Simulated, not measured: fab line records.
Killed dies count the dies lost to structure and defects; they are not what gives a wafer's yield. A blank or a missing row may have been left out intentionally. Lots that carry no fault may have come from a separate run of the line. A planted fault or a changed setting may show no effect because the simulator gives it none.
Matching of chambers ; flow n5_finfet ; N5_BEOL_M1_ETCH_70 on rie_diel-03 has 4 sister chambers
The step etches SOC in N2/H2, target depth 80 nm, overetch 16 nm, time 120 s. 4 wafers are shown with their chamber, then 9 later ones without.

== WAFERS WITH THEIR CHAMBER ==
wafer;chamber;showerhead_plenum_p_Torr (Torr)
L083.5;3;2.59
L083.6;0;2.52
L084.5;1;2.44
L084.6;2;2.65

== WAFERS WITHOUT THEIR CHAMBER ==
wafer;showerhead_plenum_p_Torr (Torr)
L087.3;2.59
L087.4;2.43
L087.6;2.59
L091.1;2.51
L091.3;2.43
L091.4;2.64
L094.1;2.63
L094.2;2.51
L094.6;2.58

== WHICH CHAMBER EACH ONE RAN IN ==
wafer;from the rows above;in truth
L087.3;3;3
L087.4;1;1
L087.6;3;3
L091.1;0;0
L091.3;1;1
L091.4;2;2
L094.1;can't be placed: 2 or 3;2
L094.2;0;0
L094.6;3;3
Correctly placed: 8 of 9. Unplaceable from these rows: 1, with the true chamber sitting among the candidates in 1. Wrongly placed: 0.
How it was worked out, from the rows above alone: a wafer's distance from a chamber is the root of the sum, over the readings, of the square of ((its reading less the chamber's mean) divided by the reading's scatter). If the next closest chamber is less than 2 further off than the closest, the wafer can't be placed; otherwise it belongs to the closest. A chamber's mean is the mean of its shown wafers. The scatter: root of mean squared gap, hidden wafer to nearest shown wafer, with one shown wafer a chamber.
